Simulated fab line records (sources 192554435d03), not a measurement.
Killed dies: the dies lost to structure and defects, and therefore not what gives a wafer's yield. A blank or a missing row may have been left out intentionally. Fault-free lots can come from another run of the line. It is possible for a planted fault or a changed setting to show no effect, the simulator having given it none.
Split-lot study -- flow n5 finfet -- 39 wafers read from 7 lots, route of 1938 steps

## THE SPLIT ITSELF
At N5_HKMG_FIN_ETCH_35 (etches SOC in N2/H2, target depth 215.8 nm, time 243.4 s), the setting time s was moved away from the recipe's 243.4 s on 15 of the 39 wafers read, by -21.2% to +18.1%. All remaining wafers had this setting at the recipe value.

The reading is taken at the split's own step.

## THE READING
SOC_of_HKMG_FIN_COAT_29.thk nm (the simulator's own value, which no gauge read), in nm, at N5_HKMG_FIN_ETCH_35 (etches SOC in N2/H2, target depth 215.8 nm, time 243.4 s). There is no usual value for it anywhere in the file. Across the 24 wafers here that went through the recipe, the average is 84.9 nm and the standard deviation 4.3 nm.

wafer,"tool, chamber at the split","time s as run, s",against the recipe,"SOC_of_HKMG_FIN_COAT_29.thk nm, nm",against lot-mates on the recipe
L076.2,"rie diel-06, 3",243.4,recipe,86,-
L076.3,"rie diel-06, 2",243.4,recipe,87.2,-
L076.5,"rie diel-06, 0",243.4,recipe,87,-
L084.1,"rie diel-05, 2",215.3,-11.5%,107.4,+28.7
L084.2,"rie diel-05, 0",243.4,recipe,77.8,-
L084.3,"rie diel-05, 1",243.4,recipe,81.2,-
L084.4,"rie diel-05, 3",215.3,-11.5%,106.8,+28.1
L084.5,"rie diel-05, 3",215.3,-11.5%,106.8,+28.1
L084.6,"rie diel-05, 0",243.4,recipe,77,-
L083.1,"rie diel-06, 0",243.4,recipe,83.2,-
L083.2,"rie diel-06, 3",243.4,recipe,85.6,-
L083.3,"rie diel-06, 1",243.4,recipe,89.2,-
L083.4,"rie diel-06, 3",243.4,recipe,86.8,-
L083.5,"rie diel-06, 0",243.4,recipe,81.4,-
L083.6,"rie diel-06, 1",243.4,recipe,88.8,-
L086.1,"rie diel-06, 2",243.4,recipe,81.8,-
L086.2,"rie diel-06, 1",283.7,+16.6%,51.4,-30.3
L086.3,"rie diel-06, 0",243.4,recipe,81.8,-
L086.4,"rie diel-06, 0",283.7,+16.6%,43.8,-37.9
L086.5,"rie diel-06, 2",243.4,recipe,81.4,-
L086.6,"rie diel-06, 1",283.7,+16.6%,48.4,-33.3
L092.1,"rie diel-02, 0",191.7,-21.2%,136.8,+48.7
L092.2,"rie diel-02, 1",191.7,-21.2%,134,+45.9
L092.3,"rie diel-02, 3",191.7,-21.2%,130.4,+42.3
L092.4,"rie diel-02, 0",243.4,recipe,94.2,-
L092.5,"rie diel-02, 3",243.4,recipe,82.4,-
L092.6,"rie diel-02, 1",243.4,recipe,87.6,-
L093.1,"rie diel-02, 2",243.4,recipe,85.4,-
L093.2,"rie diel-02, 3",278.8,+14.5%,52,-35.7
L093.3,"rie diel-02, 0",243.4,recipe,93.8,-
L093.4,"rie diel-02, 0",278.8,+14.5%,60.6,-27.1
L093.5,"rie diel-02, 2",278.8,+14.5%,54.6,-33.1
L093.6,"rie diel-02, 3",243.4,recipe,83.8,-
L097.1,"rie diel-06, 1",243.4,recipe,89.8,-
L097.2,"rie diel-06, 2",287.5,+18.1%,42.8,-42.0
L097.3,"rie diel-06, 0",243.4,recipe,83,-
L097.4,"rie diel-06, 3",287.5,+18.1%,45.8,-39.0
L097.5,"rie diel-06, 3",287.5,+18.1%,47,-37.8
L097.6,"rie diel-06, 2",243.4,recipe,81.6,-

FIT RESULTS
A straight line over all 39 wafers: SOC_of_HKMG_FIN_COAT_29.thk nm changes by -2.18 nm for each +1% of time s; r = -0.98; the points scatter about the line by 4.1 nm.
The same after taking each lot's own level away (the mean of its wafers on the recipe; 39 wafers): -2.18 nm for each +1%; r = -0.99; scatter 3.1 nm.
According to that fit, moving time s by its largest amount changes the reading by 46 nm.
From 78.67 to 88.07 nm: that is the span of the lots' own levels, equal to 2.2 times the standard deviation above.
So the lot-to-lot level changes the slope little: the two slopes agree.
Check: for one of the wafers moved furthest among these (-21.2%), held out of the fit, the line's prediction against its lot-mates is +46.2 nm. It came out at +48.7 nm against them.

## THE WHOLE CHAIN: every reading that the file lists as answering this split, in the file's order
step,what it does,reading,change (the file's fit),r (the file's)
N5_HKMG_FIN_ETCH_35,"etches SOC in N2/H2, target depth 215.8 nm, time 243.4 s","HKMG_FIN.feature depth nm (the simulator's own value, which no gauge read)",+2.17 nm for each +1% of the setting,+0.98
N5_HKMG_FIN_ETCH_35,"etches SOC in N2/H2, target depth 215.8 nm, time 243.4 s","etch.depth nm (the simulator's own value, which no gauge read)",+2.16 nm for each +1% of the setting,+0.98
N5_HKMG_FIN_ETCH_35,"etches SOC in N2/H2, target depth 215.8 nm, time 243.4 s","SOC_of_HKMG_FIN_COAT_29.thk nm (the simulator's own value, which no gauge read)",-2.17 nm for each +1% of the setting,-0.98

## FILE'S OWN FIT
SOC_of_HKMG_FIN_COAT_29.thk nm changes by -2.17 nm for each +1% of time s, r = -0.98.
